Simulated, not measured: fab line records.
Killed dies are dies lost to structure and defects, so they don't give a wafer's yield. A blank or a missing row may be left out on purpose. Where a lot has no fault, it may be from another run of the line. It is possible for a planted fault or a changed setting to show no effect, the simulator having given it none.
Matching of chambers | flow nand_harc | rie_diel-13 running NHARC_A_CHANNEL_HOLE_D1_DESCUM_15: 4 sister chambers
The step chemistry O2, time 3 s. 30 wafers are shown with their chamber, then 12 later ones without.

== WAFERS WITH THEIR CHAMBER ==
wafer  | chamber | drypump_motor_current_A (A) | showerhead_plenum_p_Torr (Torr) | rf_vpp_V (V)
L075.2 | 0       | 5.5                         | 1.96                            | 59.3
L075.3 | 3       | 5.1                         | 1.90                            | 56.8
L075.4 | 1       | 6.4                         | 1.87                            | 56.6
L076.1 | 2       | 5.4                         | 1.86                            | 56.6
L076.3 | 1       | 6.4                         | 1.87                            | 57.0
L076.4 | 3       | 5.1                         | 1.90                            | 56.6
L078.2 | 1       | 6.4                         | 1.87                            | 58.1
L078.4 | 2       | 5.4                         | 1.86                            | 58.3
L078.6 | 0       | 5.5                         | 1.96                            | 56.5
L081.2 | 3       | 5.1                         | 1.90                            | 58.8
L081.3 | 1       | 6.4                         | 1.87                            | 56.5
L081.6 | 3       | 5.1                         | 1.90                            | 56.9
L082.1 | 1       | 6.4                         | 1.87                            | 57.2
L082.4 | 0       | 5.5                         | 1.96                            | 59.8
L082.5 | 3       | 5.1                         | 1.90                            | 57.3
L084.1 | 3       | 5.1                         | 1.90                            | 57.6
L084.3 | 2       | 5.4                         | 1.86                            | 58.2
L084.5 | 0       | 5.5                         | 1.96                            | 59.0
L085.2 | 2       | 5.4                         | 1.86                            | 58.7
L085.3 | 1       | 6.4                         | 1.87                            | 57.4
L085.6 | 1       | 6.4                         | 1.87                            | 57.4
L087.1 | 1       | 6.4                         | 1.86                            | 56.5
L087.2 | 3       | 5.1                         | 1.90                            | 57.0
L087.6 | 1       | 6.4                         | 1.87                            | 57.0
L089.3 | 3       | 5.1                         | 1.90                            | 57.9
L089.5 | 2       | 5.3                         | 1.86                            | 57.9
L089.6 | 1       | 6.4                         | 1.86                            | 58.5
L090.1 | 3       | 5.1                         | 1.90                            | 56.9
L090.2 | 2       | 5.4                         | 1.86                            | 57.2
L090.4 | 1       | 6.4                         | 1.86                            | 57.3

SIGNATURES, as means of the wafers listed above
reading                  | chamber 0 | chamber 1 | chamber 2 | chamber 3 | scatter within a chamber
drypump_motor_current_A  | 5.500     | 6.400     | 5.383     | 5.100     | 0.0179
showerhead_plenum_p_Torr | 1.9600    | 1.8673    | 1.8600    | 1.9000    | 0.0029
rf_vpp_V                 | 58.650    | 57.227    | 57.817    | 57.311    | 0.817
Rule: for each reading, subtract the chamber's mean from the wafer's reading, divide by that reading's scatter and square the result; add these up over the readings and take the root, which gives the wafer's distance from the chamber. If the next closest chamber is less than 2 further off than the closest, the wafer can't be placed; otherwise it belongs to the closest. The scatter: the root of (the sum of the squares of (reading less its chamber's mean) over the shown wafers, divided by (wafers less chambers)).

== WAFERS MISSING THEIR CHAMBER ==
wafer  | drypump_motor_current_A (A) | showerhead_plenum_p_Torr (Torr) | rf_vpp_V (V)
L094.1 | 5.5                         | 1.96                            | 57.6
L094.4 | 6.4                         | 1.86                            | 56.4
L094.5 | 5.4                         | 1.86                            | 56.2
L093.1 | 5.5                         | 1.96                            | 58.1
L093.4 | 5.1                         | 1.90                            | 56.6
L093.5 | 5.5                         | 1.96                            | 59.0
L096.1 | 5.5                         | 1.96                            | 57.0
L096.4 | 5.1                         | 1.90                            | 57.0
L096.6 | 6.4                         | 1.86                            | 57.5
L097.1 | 6.4                         | 1.86                            | 58.1
L097.3 | 5.5                         | 1.96                            | 57.5
L097.4 | 5.4                         | 1.86                            | 57.4

== WHICH CHAMBER EACH ONE RAN IN ==
wafer  | from the rows above | in truth
L094.1 | 0                   | 0
L094.4 | 1                   | 1
L094.5 | 2                   | 2
L093.1 | 0                   | 0
L093.4 | 3                   | 3
L093.5 | 0                   | 0
L096.1 | 0                   | 0
L096.4 | 3                   | 3
L096.6 | 1                   | 1
L097.1 | 1                   | 1
L097.3 | 0                   | 0
L097.4 | 2                   | 2
Correctly placed: 12 of 12. Number that these rows cannot place: 0. Placed wrongly: 0.
